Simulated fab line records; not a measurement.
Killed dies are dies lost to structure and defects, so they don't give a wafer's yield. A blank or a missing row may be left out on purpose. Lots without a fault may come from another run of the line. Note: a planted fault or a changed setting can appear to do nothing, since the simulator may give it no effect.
Chamber matching / flow n5Finfet / N5_BEOL_M6_CURE_74 on uvCure-01 has 3 sister chambers
The step cures SiCOH lowk, time 240 s. 20 wafers are shown with their chamber, then 10 later ones without.

WAFERS, EACH WITH ITS CHAMBER
wafer=L079.2; chamber=2; wafer_temp_C_max=388.0; lampPowerPct (%)=52.30
wafer=L079.3; chamber=2; wafer_temp_C_max=386.8; lampPowerPct (%)=52.21
wafer=L079.6; chamber=2; wafer_temp_C_max=387.6; lampPowerPct (%)=52.32
wafer=L081.1; chamber=2; wafer_temp_C_max=386.5; lampPowerPct (%)=52.41
wafer=L081.3; chamber=2; wafer_temp_C_max=387.5; lampPowerPct (%)=52.30
wafer=L081.6; chamber=2; wafer_temp_C_max=387.5; lampPowerPct (%)=52.40
wafer=L082.4; chamber=1; wafer_temp_C_max=386.5; lampPowerPct (%)=52.31
wafer=L082.5; chamber=1; wafer_temp_C_max=387.7; lampPowerPct (%)=52.27
wafer=L082.6; chamber=1; wafer_temp_C_max=386.6; lampPowerPct (%)=52.33
wafer=L084.1; chamber=0; wafer_temp_C_max=386.0; lampPowerPct (%)=52.17
wafer=L084.4; chamber=0; wafer_temp_C_max=386.2; lampPowerPct (%)=52.39
wafer=L084.6; chamber=0; wafer_temp_C_max=385.6; lampPowerPct (%)=52.28
wafer=L085.2; chamber=2; wafer_temp_C_max=386.8; lampPowerPct (%)=52.24
wafer=L085.3; chamber=2; wafer_temp_C_max=387.7; lampPowerPct (%)=52.26
wafer=L085.4; chamber=2; wafer_temp_C_max=386.8; lampPowerPct (%)=52.35
wafer=L086.1; chamber=1; wafer_temp_C_max=387.6; lampPowerPct (%)=52.38
wafer=L086.2; chamber=1; wafer_temp_C_max=387.0; lampPowerPct (%)=52.24
wafer=L086.3; chamber=1; wafer_temp_C_max=386.9; lampPowerPct (%)=52.34
wafer=L089.3; chamber=2; wafer_temp_C_max=387.0; lampPowerPct (%)=52.40
wafer=L089.4; chamber=2; wafer_temp_C_max=387.8; lampPowerPct (%)=52.34

SIGNATURES (averages over the wafers above)
reading=wafer_temp_C_max; chamber 0=385.933; chamber 1=387.050; chamber 2=387.273; scatter within a chamber=0.484
reading=lampPowerPct; chamber 0=52.2800; chamber 1=52.3117; chamber 2=52.3209; scatter within a chamber=0.0694
Rule: for each reading, subtract the chamber's mean from the wafer's reading, divide by that reading's scatter and square the result; add these up over the readings and take the root, which gives the wafer's distance from the chamber. The wafer belongs to the nearest chamber; if the next one is less than 2 further off, it can't be placed. The scatter: take each reading less its chamber's mean, square it, sum over the shown wafers, divide by the number of wafers less the number of chambers, and take the root.

WAFERS WITH NO CHAMBER GIVEN
wafer=L089.6; wafer_temp_C_max=387.3; lampPowerPct (%)=52.36
wafer=L091.2; wafer_temp_C_max=387.2; lampPowerPct (%)=52.33
wafer=L091.4; wafer_temp_C_max=388.1; lampPowerPct (%)=52.32
wafer=L091.5; wafer_temp_C_max=387.2; lampPowerPct (%)=52.35
wafer=L094.3; wafer_temp_C_max=387.4; lampPowerPct (%)=52.26
wafer=L094.4; wafer_temp_C_max=387.4; lampPowerPct (%)=52.32
wafer=L094.5; wafer_temp_C_max=387.0; lampPowerPct (%)=52.31
wafer=L092.1; wafer_temp_C_max=386.7; lampPowerPct (%)=52.33
wafer=L092.2; wafer_temp_C_max=386.0; lampPowerPct (%)=52.26
wafer=L092.5; wafer_temp_C_max=386.6; lampPowerPct (%)=52.38

WHICH CHAMBER EACH WENT THROUGH
wafer=L089.6; from the rows above=can't be placed: 2 or 1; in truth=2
wafer=L091.2; from the rows above=can't be placed: 2 or 1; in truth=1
wafer=L091.4; from the rows above=can't be placed: 2 or 1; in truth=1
wafer=L091.5; from the rows above=can't be placed: 2 or 1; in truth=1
wafer=L094.3; from the rows above=can't be placed: 2 or 1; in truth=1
wafer=L094.4; from the rows above=can't be placed: 2 or 1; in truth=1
wafer=L094.5; from the rows above=can't be placed: 1 or 2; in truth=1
wafer=L092.1; from the rows above=can't be placed: 1 or 2 or 0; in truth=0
wafer=L092.2; from the rows above=can't be placed: 0 or 1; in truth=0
wafer=L092.5; from the rows above=can't be placed: 1 or 2 or 0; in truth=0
Correct placement for 0 of the 10. Can't be placed from these rows: 10 (the true chamber is among the candidates in 10). Wrongly placed: 0.
